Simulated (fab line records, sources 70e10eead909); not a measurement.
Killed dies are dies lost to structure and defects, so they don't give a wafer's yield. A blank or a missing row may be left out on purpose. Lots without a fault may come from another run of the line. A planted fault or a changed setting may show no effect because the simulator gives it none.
fab line records | flow nand_harc
record lots=13 wafers=39 last_day=33
route steps=1302 shown A_DECK1_JOINT@518 END@1302
lots that met no fault: from a run of the same line without faults
start_h: hours from the record's first day to the start of the lot's first wafer shown | wait_h: hours since the lot's step before | " the same as in the row above | L1.1+2: a row that stands for several wafers | - no value, or no start given | * or withheld: withheld | < > ~ a bound
route shown NAME@n: a module of which the file shows steps, and the number in the route of the first | usual: mean/standard deviation of fault-free wafers | same: alike in all rows | chamber/n: place in a boat | sites: the reading at each site | _std_site: their standard deviation | _edge_site: outer sites' mean less inner sites' | radius_mm: how far each site lies from the wafer's centre | mask NAME#n: copy n | behind: the tool/chamber that last shaped the wafer | hold: why the lot was held/for how many hours/how that ended | device: the transistor (n, p or np) that didn't switch | end of line: the same wafers' tests at the end of the route | a step without rows: its recipe alone | killed: dies lost to structure and defects at the first sort, not the wafer's yield | map: a wafer's dies, x killed, . not, _ none there
set.NAME: the setting as run; set.NAME@STEP: as run at that earlier step | model.NAME: the simulator's own value behind a step, which no gauge read
steps of the route over a sample of lots; a table a step, a row a wafer
services: from which hour (start_h, from the record's first day; less than 0 if before it) a tool's chamber was out of use, for how many hours, and why
## steps
# step NHARC_A_DECK1_JOINT_ETCHBACK_07
# recipe target_depth_a=1050 time_s=26.9 hbr_flow_sccm=150 rf_w=350 icp_w=350 bias_w=60 chemistry=HBr
# usual drypump_motor_current_A=6.0/0.51 oes_product_au=0.998/0.0065 run_length_s=48.3/0.48 throttle_valve_pct=23.266/0.0092
# columns lot.wafer tool chamber start_h wait_h drypump_motor_current_A oes_product_au rf_hours_counter_h run_length_s throttle_valve_pct
L196.4 rie_si-02 0 269.10 0.1 6.2 1.003 1.1 49.1 23.273
L196.1 " 2 " " 6.2 0.991 1.0 47.9 23.276
L196.5 " 0 " " 6.2 0.993 - 49.2 23.265
L197.1 rie_si-02 3 288.81 0.1 6.0 1.010 0 48.2 23.277
L197.3 " 1 " " 4.9 1.003 0 49.0 23.281
L197.6 " 0 " " 6.2 0.995 - 48.8 23.270
L198.1 rie_si-06 3 294.15 0.1 6.2 0.992 0.2 48.2 23.253
L198.2 " 0 " " 5.5 0.995 0.2 48.3 23.268
L198.6 " 3 " " 6.2 0.993 - 48.2 23.268
L199.3 rie_si-02 1 313.29 0.1 4.9 0.995 0.1 48.7 23.269
L199.4 " 2 " " 6.2 1.006 0.2 48.1 23.270
L199.1 " 0 " " 6.2 1.005 0.1 49.1 23.248
L201.3 rie_si-01 0 328.48 0.1 6.7 0.995 0.9 48.0 23.247
L201.4 " 1 " " 5.6 0.997 1.0 48.2 23.257
L201.5 " 2 " " 6.1 0.998 - 48.2 23.277
L202.2 rie_si-02 2 341.85 0.1 6.2 1.009 0.4 48.2 23.264
L202.3 " 3 " " 6.0 1.004 0.3 47.9 23.275
L202.6 " 1 " " 4.9 0.998 - 48.5 23.263
L204.4 rie_si-01 2 349.84 0.1 6.1 1.006 1.0 48.2 23.274
L204.1 " 3 " " 6.4 1.003 0.7 47.3 23.265
L204.5 " 1 " " 5.6 1.021 - 48.4 23.259
L206.1 rie_si-01 1 379.41 0.1 5.6 0.999 0 48.2 23.253
L206.6 " 3 " " 6.4 1.009 - 47.6 23.253
L206.5 " 0 " " 6.7 0.999 - 48.2 23.257
L209.4 rie_si-02 0 405.33 0.1 6.3 0.995 0.8 48.7 23.270
L209.1 " 2 " " 6.2 1.006 0.8 47.9 23.253
L209.3 " 3 " " 6.0 0.995 0.7 48.2 23.270
L210.4 rie_si-01 0 414.80 0.1 6.7 0.998 0.2 48.2 23.253
L210.1 " 2 " " 6.1 1.008 0.2 48.2 23.254
L210.2 " 3 " " 6.4 1.000 0.2 47.6 23.247
L211.2 rie_si-06 0 422.45 0.1 5.5 0.993 1.1 48.2 23.253
L211.3 " 2 " " 6.0 1.003 1.1 48.9 23.261
L211.4 " 0 " " 5.5 1.009 - 48.1 23.272
L214.4 rie_si-06 3 452.42 0.1 6.2 0.997 0.1 48.1 23.266
L214.5 " 0 " " 5.5 0.991 - 48.0 23.269
L214.6 " 1 " " 5.8 0.990 - 47.7 23.266
L215.1 rie_si-01 3 472.93 0.1 6.4 0.993 0.6 47.7 23.253
L215.4 " 0 " " 6.7 0.998 0.6 47.9 23.259
L215.6 " 2 " " 6.1 0.996 - 48.1 23.275
# step NHARC_A_DECK1_JOINT_ETCHBACK_00
# recipe target_depth_a=300 time_s=17.4 hbr_flow_sccm=150 rf_w=350 icp_w=350 bias_w=60 chemistry=HBr
# usual drypump_motor_current_A=6.0/0.44 oes_product_au=0.998/0.0073 run_length_s=38.7/0.4 throttle_valve_pct=23.267/0.0089
# columns lot.wafer tool chamber start_h wait_h drypump_motor_current_A oes_product_au rf_hours_counter_h run_length_s throttle_valve_pct
L196.1 rie_si-01 1 279.61 0.1 5.7 1.007 0.6 38.5 23.279
L196.4 " 3 " " 6.4 0.991 0.3 37.9 23.261
L196.5 " 0 " " 6.7 0.998 - 38.5 23.271
L197.1 rie_si-06 2 299.49 0.1 6.0 1.007 0.2 39.2 23.260
L197.3 " 0 " " 5.5 0.999 0.3 38.8 23.273
L197.6 " 3 " " 6.2 1.002 - 38.5 23.251
L198.2 rie_si-06 1 304.58 0.1 5.8 1.004 0.3 38.2 23.268
L198.1 " 0 " " 5.5 0.997 0.3 38.9 23.277
L198.6 " 2 " " 5.9 1.008 - 38.7 23.260
L199.1 rie_si-01 1 324.00 0.1 5.7 1.003 1.0 38.6 23.265
L199.3 " 3 " " 6.4 1.015 0.5 38.0 23.252
L199.4 " 0 " " 6.7 1.009 0.9 38.7 23.270
L201.3 rie_si-01 0 338.95 0.1 6.7 1.006 0.9 39.0 23.256
L201.4 " 2 " " 6.1 0.998 0.9 38.7 23.263
L201.5 " 0 " " 6.7 0.994 - 38.5 23.262
L202.2 rie_si-02 3 353.79 0.1 6.0 0.993 0.4 38.2 23.284
L202.3 " 1 " " 4.9 0.998 0.4 39.3 23.260
L202.6 " 3 " " 6.0 1.003 - 38.5 23.276
L204.4 rie_si-02 2 360.50 0.1 6.2 1.012 0.5 39.0 23.259
L204.1 " 0 " " 6.3 1.008 0.4 39.4 23.273
L204.5 " 2 " " 6.2 0.999 - 38.9 23.256
L206.1 rie_si-06 3 391.08 0.1 6.2 1.009 0.9 38.4 23.276
L206.5 " 0 " " 5.5 1.000 - 38.5 23.268
L206.6 " 1 " " 5.8 1.009 - 38.0 23.271
L209.3 rie_si-06 1 416.01 0.1 5.8 0.998 1.0 38.1 23.273
L209.1 " 3 " " 6.2 0.996 1.1 38.5 23.271
L209.4 " 0 " " 5.5 0.992 1.1 38.5 23.264
L210.2 rie_si-02 1 425.49 0.1 4.9 0.990 0.9 34.7 23.276
L210.4 " 2 " " 6.2 0.999 0.9 34.1 23.254
L210.1 " 0 " " 6.2 0.983 0.9 35.1 23.271
L211.4 rie_si-02 3 433.01 0.1 5.9 0.992 0.9 33.9 23.253
L211.3 " 0 " " 6.2 0.985 0.9 34.9 23.268
L211.2 " 1 " " 4.9 1.008 1.0 34.4 23.245
L214.4 rie_si-06 3 463.05 0.1 6.2 0.994 0.3 38.3 23.263
L214.5 " 1 " " 5.8 0.986 - 38.5 23.270
L214.6 " 2 " " 6.0 0.995 - 38.7 23.264
L215.4 rie_si-01 2 483.59 0.1 6.1 1.000 0.5 38.8 23.261
L215.1 " 1 " " 5.6 1.017 0.6 38.9 23.265
L215.6 " 3 " " 6.4 1.010 - 38.6 23.253
# step NHARC_A_DECK1_JOINT_CMP_02
# recipe material=SiOx
# usual motor_current_A=12.4/1 retaining_ring_pressure_frac=1.001/0.0052
# columns lot.wafer tool chamber start_h wait_h motor_current_A retaining_ring_pressure_frac
L196.1 cmp-02 2 302.01 0.4 12.8 0.997
L196.4 " 3 " " 11.0 1.002
L196.5 " 2 " " 13.2 1.007
L197.1 cmp-02 1 319.43 0.4 12.6 1.006
L197.3 " 3 " " 10.9 0.999
L197.6 " 2 " " 13.2 1.002
L198.1 cmp-02 0 326.43 0.4 13.4 0.988
L198.2 " 2 " " 13.0 1.007
L198.6 " 3 " " 11.1 1.010
L199.1 cmp-01 1 348.57 0.4 13.5 1.009
L199.4 " 3 " " 11.3 0.998
L199.3 " 0 " " 12.8 1.001
L201.3 cmp-02 0 361.52 0.4 13.3 1.004
L201.4 " 1 " " 11.4 1.004
L201.5 " 1 " " 11.5 1.004
L202.2 cmp-04 3 379.79 0.4 11.7 1.000
L202.3 " 0 " " 11.0 0.996
L202.6 " 2 " " 12.7 0.999
L204.4 cmp-04 3 382.69 0.4 12.2 1.006
L204.1 " 1 " " 12.1 1.005
L204.5 " 3 " " 11.9 1.002
L206.1 cmp-01 3 415.96 0.4 10.6 0.995
L206.6 " 0 " " 12.7 0.999
L206.5 " 1 " " 13.8 0.993
L210.4 cmp-01 2 448.46 0.4 13.6 1.003
L210.2 " 0 " " 12.2 0.995
L210.1 " 1 " " 13.0 1.015
L209.1 cmp-02 0 449.77 0.4 14.1 1.008
L209.4 " 1 " " 12.4 0.989
L209.3 " 2 " " 13.2 1.001
L211.3 cmp-04 2 455.24 0.4 12.3 0.993
L211.2 " 3 " " 12.1 1.007
L211.4 " 1 " " 12.0 1.002
L214.4 cmp-02 2 487.50 0.4 12.9 1.011
L214.6 " 0 " " 12.8 1.004
L214.5 " 1 " " 12.3 1.011
L215.4 cmp-02 2 508.36 0.4 12.5 1.000
L215.1 " 3 " " 11.1 0.998
L215.6 " 0 " " 13.2 1.002
# step NHARC_A_DECK1_JOINT_THK_MEAS_17
# recipe thk_meas_gauge=ellipsometry
# usual thk_nm=44.9/1.3
# columns lot.wafer tool chamber start_h wait_h thk_nm
L196.1 film_metro-01 - 302.68 0.2 44.7
L196.4 " - " " 45.5
L196.5 " - " " 47.0
L197.1 film_metro-02 - 320.09 0.2 44.8
L197.3 " - " " 45.8
L197.6 " - " " 44.5
L198.1 film_metro-01 - 327.17 0.3 43.5
L198.2 " - " " 44.4
L198.6 " - " " 45.6
L199.1 film_metro-02 - 349.24 0.2 47.2
L199.3 " - " " 43.5
L199.4 " - " " 46.1
L201.3 film_metro-02 - 362.20 0.2 45.8
L201.4 " - " " 46.2
L201.5 " - " " 45.1
L202.2 film_metro-01 - 380.43 0.2 43.5
L202.3 " - " " 44.1
L202.6 " - " " 45.5
L204.1 film_metro-01 - 383.34 0.2 44.3
L204.4 " - " " 44.0
L204.5 " - " " 45.0
L206.1 film_metro-01 - 416.56 0.2 44.7
L206.5 " - " " 44.8
L206.6 " - " " 45.5
L210.1 film_metro-02 - 449.13 0.3 44.6
L210.2 " - " " 44.7
L210.4 " - " " 43.0
L209.1 film_metro-02 - 450.44 0.2 43.0
L209.3 " - " " 45.6
L209.4 " - " " 45.3
L211.2 film_metro-01 - 455.92 0.2 43.9
L211.3 " - " " 44.1
L211.4 " - " " 45.8
L214.4 film_metro-01 - 488.12 0.2 44.8
L214.5 " - " " 44.1
L214.6 " - " " 45.5
L215.1 film_metro-02 - 508.98 0.2 45.1
L215.4 " - " " 47.1
L215.6 " - " " 44.3
# step NHARC_END_SORT_01
# recipe temp_c=25
# usual killed_at_array=54/16 killed_at_other=0.6/0.86 killed_at_periphery=3.8/2.6 killed_dies=58/16 killed_open=3.3/1.8 killed_short=2.7/1.7
# same gross_dies=677
# columns lot.wafer tool chamber start_h wait_h killed_at_array killed_at_other killed_at_periphery killed_dies killed_open killed_short
L196.1 prober-01 0 590.53 2.5 58 1 4 63 4 3
L196.4 prober-01 0 592.96 3.4 56 0 3 59 3 0
L196.5 prober-01 0 593.77 3.7 65 0 5 70 6 3
L197.1 prober-01 0 602.42 2.5 74 0 6 80 7 5
L197.3 prober-01 0 604.01 3.1 82 0 2 84 6 6
L197.6 prober-01 0 606.41 4.0 72 0 2 74 1 4
L198.1 prober-02 0 602.46 2.5 75 1 4 80 4 6
L198.2 prober-02 0 603.25 2.8 84 0 3 87 3 4
L198.6 prober-02 0 606.40 3.9 61 0 3 64 9 2
L199.1 prober-02 0 627.61 2.5 80 2 1 83 2 2
L199.3 prober-02 0 629.23 3.1 83 0 4 87 7 5
L199.4 prober-02 0 630.04 3.4 64 1 1 66 1 1
L201.3 prober-01 0 651.92 3.1 49 2 2 53 4 2
L201.4 prober-01 0 652.72 3.4 56 0 5 61 3 5
L201.5 prober-01 0 653.51 3.7 45 0 1 46 4 3
L202.2 prober-02 0 663.59 2.8 44 0 3 47 5 2
L202.3 prober-02 0 664.40 3.1 48 1 2 51 5 3
L202.6 prober-02 0 666.82 4.0 39 0 1 40 2 0
L204.1 prober-01 0 675.58 2.5 42 0 1 43 1 2
L204.4 prober-01 0 677.95 3.4 42 0 2 44 3 2
L204.5 prober-01 0 678.74 3.7 43 1 6 50 5 1
L206.1 prober-02 0 700.80 2.5 36 0 4 40 2 3
L206.5 prober-02 0 704.00 3.7 46 0 11 57 6 8
L206.6 prober-02 0 704.80 4.0 42 0 3 45 2 2
L210.1 prober-02 0 741.11 2.5 48 0 11 59 5 2
L210.2 prober-02 0 741.92 2.8 48 1 6 55 4 4
L210.4 prober-02 0 743.55 3.4 43 0 13 56 1 4
L211.2 prober-01 0 741.93 2.8 63 0 4 67 6 3
L211.3 prober-01 0 742.74 3.1 53 0 4 57 2 5
L211.4 prober-01 0 743.54 3.4 53 1 5 59 4 0
L209.1 prober-01 0 754.70 2.5 36 1 3 40 6 3
L209.3 prober-01 0 756.29 3.1 23 1 1 25 3 0
L209.4 prober-01 0 757.09 3.4 27 0 3 30 4 6
L214.4 prober-01 0 775.58 3.4 37 2 4 43 4 3
L214.5 prober-01 0 776.37 3.7 33 1 0 34 4 4
L214.6 prober-01 0 777.17 4.0 34 3 2 39 3 3
L215.1 prober-02 0 787.58 2.5 39 0 4 43 2 1
L215.4 prober-02 0 790.03 3.4 49 0 3 52 4 3
L215.6 prober-02 0 791.67 4.1 39 0 6 45 5 1
# killed by level:class
L196.1 A_CHANNEL_HOLE_D2:chamber_film_flake=24 A_CHANNEL_HOLE_D1:chamber_film_flake=23 P_STI:chamber_film_flake=2 A_STAIRCASE:chamber_film_flake=2 P_GATE:geometric_particle:open=1 A_DECK1_JOINT:geometric_particle:open=1 A_ONON_D2:geometric_particle:short=1 A_CHANNEL_FILL_D2:geometric_particle:short=1
L196.4 A_CHANNEL_HOLE_D2:chamber_film_flake=26 A_CHANNEL_HOLE_D1:chamber_film_flake=23 A_CONTACT:chamber_film_flake=3 P_STI:chamber_film_flake=2 A_STAIRCASE:chamber_film_flake=2 P_STI:geometric_particle:open=1 A_DECK1_JOINT:geometric_particle:open=1 A_M1:geometric_particle:open=1
L196.5 A_CHANNEL_HOLE_D1:chamber_film_flake=28 A_CHANNEL_HOLE_D2:chamber_film_flake=23 P_STI:chamber_film_flake=3 A_CONTACT:chamber_film_flake=3 A_CHANNEL_FILL_D1:geometric_particle:open=2 P_M0:geometric_particle:open=1 P_M1:geometric_particle:open=1 A_CHANNEL_HOLE_D1:geometric_particle:short=1
L197.1 A_CHANNEL_HOLE_D1:chamber_film_flake=35 A_SLIT:chamber_film_flake=10 A_CHANNEL_HOLE_D2:chamber_film_flake=7 P_M0:chamber_film_flake=6 A_STAIRCASE:chamber_film_flake=4 A_ONON_D1:geometric_particle:short=2 A_ONON_D1:geometric_particle:open=2 A_M0:geometric_particle:open=2
L198.1 A_CHANNEL_HOLE_D2:chamber_film_flake=31 A_CHANNEL_HOLE_D1:chamber_film_flake=30 A_CHANNEL_FILL_D1:geometric_particle:short=3 A_STAIRCASE:chamber_film_flake=3 P_STI:geometric_particle:open=1 P_M2:geometric_particle:short=1 A_CHANNEL_FILL_D1:geometric_particle:open=1 A_CHANNEL_HOLE_D2:geometric_particle:short=1
L198.2 A_CHANNEL_HOLE_D1:chamber_film_flake=37 A_CHANNEL_HOLE_D2:chamber_film_flake=33 A_STAIRCASE:chamber_film_flake=5 A_CHANNEL_FILL_D1:geometric_particle:short=2 P_CONTACT:geometric_particle:open=1 A_ONON_D1:geometric_particle:open=1 A_CHANNEL_FILL_D1:geometric_particle:open=1 A_SGD_CUT:geometric_particle:short=1
L197.3 A_CHANNEL_HOLE_D1:chamber_film_flake=30 A_SLIT:chamber_film_flake=15 A_CONTACT:chamber_film_flake=11 A_CHANNEL_HOLE_D2:chamber_film_flake=8 A_ONON_D2:geometric_particle:short=2 A_WL_FILL:geometric_particle:open=2 A_M0:geometric_particle:open=2 P_M0:chamber_film_flake=2
L198.6 A_CHANNEL_HOLE_D1:chamber_film_flake=27 A_CHANNEL_HOLE_D2:chamber_film_flake=21 A_ONON_D2:geometric_particle:open=3 P_M0:geometric_particle:open=2 A_STAIRCASE:chamber_film_flake=2 A_ONON_D1:geometric_particle:short=1 A_CHANNEL_FILL_D1:geometric_particle:open=1 A_CHANNEL_FILL_D1:geometric_particle:short=1
L197.6 A_CHANNEL_HOLE_D1:chamber_film_flake=33 A_SLIT:chamber_film_flake=19 A_CHANNEL_HOLE_D2:chamber_film_flake=7 A_STAIRCASE:chamber_film_flake=5 P_M0:chamber_film_flake=2 A_CONTACT:chamber_film_flake=2 A_ONON_D1:geometric_particle:short=1 A_CHANNEL_FILL_D1:geometric_particle:short=1
L199.1 A_CHANNEL_HOLE_D2:chamber_film_flake=36 A_CHANNEL_HOLE_D1:chamber_film_flake=31 A_BLC:chamber_film_flake=2 THIN_TSV:chamber_film_flake=2 A_SLIT:chamber_film_flake=2 A_WL_FILL:chamber_film_flake=2 A_CONTACT:chamber_film_flake=2 A_CHANNEL_FILL_D1:geometric_particle:open=1
L199.3 A_CHANNEL_HOLE_D1:chamber_film_flake=34 A_CHANNEL_HOLE_D2:chamber_film_flake=33 P_M0:geometric_particle:open=2 A_CHANNEL_FILL_D1:geometric_particle:open=2 A_CONTACT:chamber_film_flake=2 P_GATE:geometric_particle:short=1 A_CHANNEL_FILL_D1:geometric_particle:short=1 A_ONON_D2:geometric_particle:short=1
L199.4 A_CHANNEL_HOLE_D2:chamber_film_flake=27 A_CHANNEL_HOLE_D1:chamber_film_flake=22 A_WL_FILL:chamber_film_flake=4 A_STAIRCASE:chamber_film_flake=3 A_BLC:chamber_film_flake=2 A_ONON_D1:geometric_particle:short=1 A_STAIRCASE:geometric_particle:open=1 P_STI:chamber_film_flake=1
L201.3 A_CHANNEL_HOLE_D2:chamber_film_flake=31 A_CHANNEL_HOLE_D1:chamber_film_flake=4 A_CONTACT:chamber_film_flake=4 A_STAIRCASE:chamber_film_flake=3 A_CHANNEL_FILL_D2:chamber_film_flake=2 THIN_TSV:chamber_film_flake=2 P_GATE:geometric_particle:short=1 P_CONTACT:geometric_particle:open=1
L201.4 A_CHANNEL_HOLE_D2:chamber_film_flake=39 A_CONTACT:chamber_film_flake=4 A_CHANNEL_HOLE_D1:chamber_film_flake=3 A_CHANNEL_FILL_D2:chamber_film_flake=3 A_WL_FILL:chamber_film_flake=2 P_GATE:geometric_particle:open=1 P_M0:geometric_particle:short=1 P_M1:geometric_particle:open=1
L201.5 A_CHANNEL_HOLE_D2:chamber_film_flake=28 A_CONTACT:chamber_film_flake=5 A_ONON_D1:geometric_particle:short=3 A_SLIT:chamber_film_flake=3 A_STAIRCASE:chamber_film_flake=2 P_STI:geometric_particle:open=1 A_CHANNEL_FILL_D2:geometric_particle:open=1 A_BLC:geometric_particle:open=1
L202.2 A_CHANNEL_HOLE_D1:chamber_film_flake=28 A_STAIRCASE:chamber_film_flake=5 P_M0:geometric_particle:open=2 A_CONTACT:chamber_film_flake=2 A_ONON_D1:geometric_particle:open=1 A_CHANNEL_HOLE_D2:geometric_particle:short=1 A_CHANNEL_FILL_D2:geometric_particle:short=1 A_SGD_CUT:geometric_particle:open=1
L202.3 A_CHANNEL_HOLE_D1:chamber_film_flake=35 A_ZERO_WELL:chamber_film_flake=2 A_CONTACT:chamber_film_flake=2 A_STAIRCASE:chamber_film_flake=2 P_CONTACT:geometric_particle:open=1 P_M2:geometric_particle:open=1 A_SOURCE_PLATE:geometric_particle:open=1 A_STAIRCASE:geometric_particle:short=1
L202.6 A_CHANNEL_HOLE_D1:chamber_film_flake=31 A_STAIRCASE:chamber_film_flake=2 A_BLC:chamber_film_flake=2 A_CHANNEL_FILL_D2:geometric_particle:open=1 A_CONTACT:geometric_particle:open=1 P_GATE:chamber_film_flake=1 A_CHANNEL_FILL_D1:chamber_film_flake=1 A_WL_FILL:chamber_film_flake=1
L204.1 A_SLIT:chamber_film_flake=24 A_STAIRCASE:chamber_film_flake=3 A_CONTACT:chamber_film_flake=3 A_CHANNEL_FILL_D1:chamber_film_flake=2 A_CHANNEL_HOLE_D2:chamber_film_flake=2 A_SGD_CUT:chamber_film_flake=2 A_CHANNEL_FILL_D1:geometric_particle:open=1 A_CHANNEL_FILL_D1:geometric_particle:short=1
L204.4 A_SLIT:chamber_film_flake=20 A_STAIRCASE:chamber_film_flake=6 A_CHANNEL_HOLE_D1:chamber_film_flake=2 A_CHANNEL_HOLE_D2:chamber_film_flake=2 A_CONTACT:chamber_film_flake=2 A_BONDPAD:chamber_film_flake=2 A_CHANNEL_FILL_D1:geometric_particle:open=1 A_CHANNEL_FILL_D2:geometric_particle:short=1
L204.5 A_SLIT:chamber_film_flake=20 A_STAIRCASE:chamber_film_flake=4 A_BONDPAD:chamber_film_flake=4 P_ZERO_WELL:chamber_film_flake=3 A_CHANNEL_HOLE_D1:chamber_film_flake=3 A_DECK1_JOINT:geometric_particle:open=2 P_GATE:chamber_film_flake=2 A_SGD_CUT:chamber_film_flake=2
L206.1 A_SLIT:chamber_film_flake=18 A_CHANNEL_HOLE_D1:chamber_film_flake=4 A_CONTACT:chamber_film_flake=4 A_STAIRCASE:chamber_film_flake=3 P_ZERO_WELL:chamber_film_flake=2 P_GATE:chamber_film_flake=2 A_CHANNEL_FILL_D1:chamber_film_flake=2 A_ONON_D1:geometric_particle:open=1
L206.5 A_SLIT:chamber_film_flake=19 P_GATE:chamber_film_flake=7 A_CHANNEL_HOLE_D1:chamber_film_flake=3 A_CHANNEL_FILL_D1:chamber_film_flake=3 A_DECK1_JOINT:chamber_film_flake=3 A_STAIRCASE:chamber_film_flake=3 A_CONTACT:chamber_film_flake=3 A_DECK1_JOINT:geometric_particle:open=2
L206.6 A_SLIT:chamber_film_flake=20 A_CONTACT:chamber_film_flake=5 A_STAIRCASE:chamber_film_flake=3 P_GATE:chamber_film_flake=3 A_DECK1_JOINT:chamber_film_flake=3 A_CHANNEL_FILL_D1:chamber_film_flake=2 A_CHANNEL_HOLE_D1:chamber_film_flake=2 A_ONON_D1:geometric_particle:open=1
L210.1 A_CHANNEL_HOLE_D2:chamber_film_flake=15 A_CHANNEL_HOLE_D1:chamber_film_flake=8 P_CONTACT:chamber_film_flake=5 A_CONTACT:chamber_film_flake=5 A_SLIT:chamber_film_flake=5 A_SGD_CUT:chamber_film_flake=4 P_ZERO_WELL:chamber_film_flake=3 A_WL_FILL:chamber_film_flake=3
L210.2 A_CHANNEL_HOLE_D2:chamber_film_flake=12 A_CHANNEL_HOLE_D1:chamber_film_flake=11 A_SLIT:chamber_film_flake=5 A_CONTACT:chamber_film_flake=5 P_CONTACT:chamber_film_flake=3 A_WL_FILL:chamber_film_flake=3 A_ONON_D1:geometric_particle:open=2 A_CHANNEL_FILL_D1:chamber_film_flake=2
L211.2 A_SLIT:chamber_film_flake=20 A_CHANNEL_HOLE_D2:chamber_film_flake=19 A_CONTACT:chamber_film_flake=7 A_CHANNEL_HOLE_D1:chamber_film_flake=5 P_CONTACT:chamber_film_flake=4 A_ONON_D1:geometric_particle:open=2 A_WL_FILL:chamber_film_flake=2 A_CHANNEL_HOLE_D1:geometric_particle:short=1
L211.3 A_SLIT:chamber_film_flake=15 A_CHANNEL_HOLE_D2:chamber_film_flake=13 A_CONTACT:chamber_film_flake=9 P_CONTACT:chamber_film_flake=3 A_CHANNEL_HOLE_D1:chamber_film_flake=3 A_WL_FILL:chamber_film_flake=3 A_CONTACT:geometric_particle:short=2 A_CHANNEL_HOLE_D1:geometric_particle:open=1
L211.4 A_SLIT:chamber_film_flake=15 A_CHANNEL_HOLE_D2:chamber_film_flake=13 A_CHANNEL_HOLE_D1:chamber_film_flake=10 A_CONTACT:chamber_film_flake=6 P_CONTACT:chamber_film_flake=3 A_WL_FILL:chamber_film_flake=2 A_ONON_D1:geometric_particle:open=1 A_CHANNEL_FILL_D2:geometric_particle:open=1
L210.4 A_CHANNEL_HOLE_D2:chamber_film_flake=13 P_CONTACT:chamber_film_flake=9 A_CHANNEL_HOLE_D1:chamber_film_flake=8 A_SGD_CUT:chamber_film_flake=8 A_SLIT:chamber_film_flake=4 A_CONTACT:chamber_film_flake=3 P_GATE:chamber_film_flake=2 A_STAIRCASE:chamber_film_flake=2
L209.1 A_CHANNEL_HOLE_D1:chamber_film_flake=12 A_SLIT:chamber_film_flake=8 A_CONTACT:chamber_film_flake=4 A_CHANNEL_FILL_D2:geometric_particle:open=2 A_M0:geometric_particle:open=2 A_STAIRCASE:chamber_film_flake=2 P_M0:geometric_particle:short=1 A_CHANNEL_FILL_D1:geometric_particle:short=1
L209.3 A_CHANNEL_HOLE_D1:chamber_film_flake=7 A_WL_FILL:chamber_film_flake=5 A_CONTACT:chamber_film_flake=4 A_SLIT:chamber_film_flake=3 A_ZERO_WELL:chamber_film_flake=2 P_GATE:geometric_particle:open=1 A_WL_FILL:geometric_particle:open=1 A_CONTACT:geometric_particle:open=1
L209.4 A_CHANNEL_HOLE_D1:chamber_film_flake=9 A_CONTACT:chamber_film_flake=5 A_CHANNEL_HOLE_D2:geometric_particle:open=2 A_CHANNEL_FILL_D1:chamber_film_flake=2 A_SLIT:chamber_film_flake=2 A_WL_FILL:chamber_film_flake=2 P_STI:geometric_particle:short=1 P_CONTACT:geometric_particle:open=1
L214.4 A_CHANNEL_HOLE_D1:chamber_film_flake=12 A_SLIT:chamber_film_flake=8 A_M1:chamber_film_flake=4 A_WL_FILL:geometric_particle:short=3 A_CONTACT:chamber_film_flake=3 A_STAIRCASE:chamber_film_flake=2 A_WL_FILL:chamber_film_flake=2 THIN_TSV:chamber_film_flake=2
L214.5 A_CHANNEL_HOLE_D1:chamber_film_flake=12 A_SLIT:chamber_film_flake=6 A_SGD_CUT:geometric_particle:open=3 A_STAIRCASE:chamber_film_flake=3 A_M1:chamber_film_flake=2 A_ONON_D1:geometric_particle:open=1 A_CHANNEL_HOLE_D2:geometric_particle:short=1 A_SGD_CUT:geometric_particle:short=1
L214.6 A_CHANNEL_HOLE_D1:chamber_film_flake=15 A_SLIT:chamber_film_flake=8 A_CONTACT:chamber_film_flake=4 A_CHANNEL_FILL_D2:geometric_particle:short=2 A_STAIRCASE:chamber_film_flake=2 THIN_TSV:chamber_film_flake=2 P_CONTACT:geometric_particle:open=1 A_CHANNEL_FILL_D1:geometric_particle:open=1
L215.1 A_CHANNEL_HOLE_D2:chamber_film_flake=19 A_SLIT:chamber_film_flake=6 A_CONTACT:chamber_film_flake=5 A_STAIRCASE:chamber_film_flake=3 P_M0:chamber_film_flake=2 A_CHANNEL_FILL_D1:chamber_film_flake=2 A_M0:chamber_film_flake=2 P_M0:geometric_particle:open=1
L215.4 A_CHANNEL_HOLE_D2:chamber_film_flake=21 A_SLIT:chamber_film_flake=12 A_STAIRCASE:chamber_film_flake=4 A_CONTACT:chamber_film_flake=2 P_M0:geometric_particle:open=1 A_CHANNEL_HOLE_D1:geometric_particle:open=1 A_CHANNEL_FILL_D1:geometric_particle:short=1 A_CHANNEL_FILL_D1:geometric_particle:open=1
L215.6 A_CHANNEL_HOLE_D2:chamber_film_flake=15 A_STAIRCASE:chamber_film_flake=7 A_CONTACT:chamber_film_flake=5 A_SLIT:chamber_film_flake=4 P_ZERO_WELL:chamber_film_flake=3 P_M0:geometric_particle:open=1 A_SOURCE_PLATE:geometric_particle:open=1 A_CHANNEL_HOLE_D1:geometric_particle:open=1
## services
# columns tool chamber start_h hours kind
rie_si-01 3 245.15 18.6 repair
cmp-01 - 248.06 2.1 repair
rie_si-06 - 249.00 9.0 pm
rie_si-01 3 265.00 6.7 repair
rie_si-02 - 277.00 9.0 pm
cmp-01 - 277.45 2.0 repair
cmp-01 - 300.30 4.0 pm
cmp-01 - 304.31 1.8 repair
cmp-04 - 307.00 4.0 pm
cmp-02 - 330.60 4.0 pm
rie_si-01 - 370.00 9.0 pm
rie_si-02 - 381.17 0.2 repair
cmp-04 - 389.52 2.0 repair
cmp-01 - 398.30 4.0 pm
cmp-04 - 405.00 4.0 pm
cmp-02 - 407.28 11.3 repair
rie_si-06 1 419.41 8.2 repair
rie_si-06 - 426.00 9.0 pm
cmp-02 - 428.60 4.0 pm
rie_si-02 - 454.00 9.0 pm
rie_si-02 1 477.90 2.2 repair
cmp-01 - 496.30 4.0 pm
rie_si-01 1 501.43 17.7 repair
cmp-04 - 503.00 4.0 pm
## key
first_sign step=NHARC_A_DECK1_JOINT_ETCHBACK_00 reading=run_length_s direction=down sigmas=10 usual=* struck=*
effect none on later readings
met_at NHARC_A_DECK1_JOINT_ETCHBACK_00
struck_lots L210,L211
tester_left_out L210,L211
not_acting_at NHARC_A_DECK1_JOINT_ETCHBACK_07,NHARC_A_DECK1_JOINT_CMP_02,NHARC_A_DECK1_JOINT_THK_MEAS_17
onset_between 360.50 425.49
fault kind=process_parameter_drift tool=rie_si-02 chamber=- onset_h=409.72 steps=NHARC_A_DECK1_JOINT_ETCHBACK_00 channel=time_s offset=* shape=step end_h=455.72 acts_in=* stated=*
# tester_left_out: of these lots the tester's yield and bins aren't shown, on N5 and GAA mostly nor the transistor test; their killed dies are dies lost to structure and defects alone, not to doping, threshold or leakage, so they don't give the yield
